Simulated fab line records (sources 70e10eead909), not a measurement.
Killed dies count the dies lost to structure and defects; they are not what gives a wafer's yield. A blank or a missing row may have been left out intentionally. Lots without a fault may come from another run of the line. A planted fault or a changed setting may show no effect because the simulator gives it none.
Struck lot and sound lot, side by side | flow nand-harc | 14 out of 1159 route steps
Sound: these wafers, L382.1, L382.2, L382.6. Struck: wafer L391.6 (L391.1, L391.4, from the same lot, were not struck and are left out); the cause is given at the end.
Order at every step that has rows: each side's tool, ch and its chambers, its first start. Under that, the readings that differ: sound wafers | struck wafers | difference of the means | sigmas: that difference in standard deviations of wafers without a fault.
alike: a reading whose means differ by less than 2 such deviations, as well as words and numbers matching on both sides. not compared: withheld readings; readings where some wafer has no value; bounds like >300 that might hide an equal value; numbers whose values overlap and for which the record gives no deviation.
Wherever a step has rows on one side only, a row that says differs or no value, or a row with sigmas, the two part there. Numbers that have no deviation but don't overlap get no sigmas and don't part them. A reading missing from all wafers of one side parts the sides only when that side holds two or more wafers.

first, 6 steps without rows for these wafers: NHARC_A_CONTACT_COAT_36 (resist thk 90 nm); NHARC_A_CONTACT_SOFTBAKE_37 (time 55 s); NHARC_A_CONTACT_EBR_38; NHARC_A_CONTACT_EXPOSE_39 (exposes mask A CC 3); NHARC_A_CONTACT_PEB_40 (peb time 65 s); NHARC_A_CONTACT_DEVELOP_41 (develop time 35 s).
NHARC_A_CONTACT_CD_MEAS_42 targets a cd of 200 nm.
  sound on cd-sem-01 ch 0, day 18 09:43; struck on cd-sem-01 ch 0, day 20 16:53
  alike: cd-nm
NHARC_A_CONTACT_OVL_MEAS_43:
  sound: overlay-01 at day 18 09:49; struck: overlay-02 at day 20 16:59
  alike: overlay-x-nm, overlay-y-nm
NHARC_A_CONTACT_INSPECT_44:
  sound: defect-inspect-01 at day 18 09:50; struck: defect-inspect-02 at day 20 17:01
  alike: raw-defect-count
NHARC_A_CONTACT_DESCUM_47: chemistry O2, time 3 s.
  sound on rie-diel-03 ch 1,2,3, day 18 09:55; struck on rie-diel-03 ch 1, day 20 17:05
  alike: drypump-motor-current-A, oes-product-au, rf-vpp-V, showerhead-plenum-p-Torr, throttle-valve-pct
  not compared: rf-hours-counter-h
NHARC_A_CONTACT_ETCH_48: etches the open film in CF4, target depth 39 nm, time 65 s.
  sound on rie-diel-03 ch 0,1, day 18 10:04; struck on rie-diel-03 ch 0, day 20 17:10
  alike: drypump-motor-current-A, oes-product-au, rf-vpp-V, run-length-s, showerhead-plenum-p-Torr, throttle-valve-pct
  not compared: rf-hours-counter-h
NHARC_A_CONTACT_ETCH_49: etches the open film in N2/H2, target depth 260 nm, time 475.3 s.
  sound on rie-diel-03 ch 0,1,3; struck on rie-diel-03 ch 3
  alike: drypump-motor-current-A, oes-product-au, rf-vpp-V, run-length-s, showerhead-plenum-p-Torr, throttle-valve-pct
  not compared: rf-hours-counter-h
NHARC_A_CONTACT_ETCH_50: etches the open film in CF4/CHF3, target depth 84.7 nm, time 42.4 s.
  sound on rie-diel-03 ch 1,2, day 18 10:30; struck on rie-diel-03 ch 3, day 20 17:37
  reading          | sound          | struck | difference | sigmas
  run-length-s (s) | 63.5 62.9 62.7 | 57.6   | -5.4       | -14
  alike: drypump-motor-current-A, oes-product-au, rf-vpp-V, showerhead-plenum-p-Torr, throttle-valve-pct
  not compared: rf-hours-counter-h
NHARC_A_CONTACT_ETCH_51: etches the open film in O2/COS, target depth 3600 nm, time 936 s.
  sound on rie-diel-03 ch 0,3; struck on rie-diel-03 ch 3
  alike: drypump-motor-current-A, oes-product-au, rf-vpp-V, run-length-s, showerhead-plenum-p-Torr, throttle-valve-pct
  not compared: rf-hours-counter-h

WHERE THEY PART
Within this record, at NHARC_A_CONTACT_ETCH_50 only. Later steps at which nothing parts them and some readings are alike: NHARC_A_CONTACT_ETCH_51.

WHY: what had been put in by the simulator
rie-diel-03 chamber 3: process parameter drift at NHARC_A_CONTACT_ETCH_50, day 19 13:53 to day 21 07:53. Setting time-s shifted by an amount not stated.
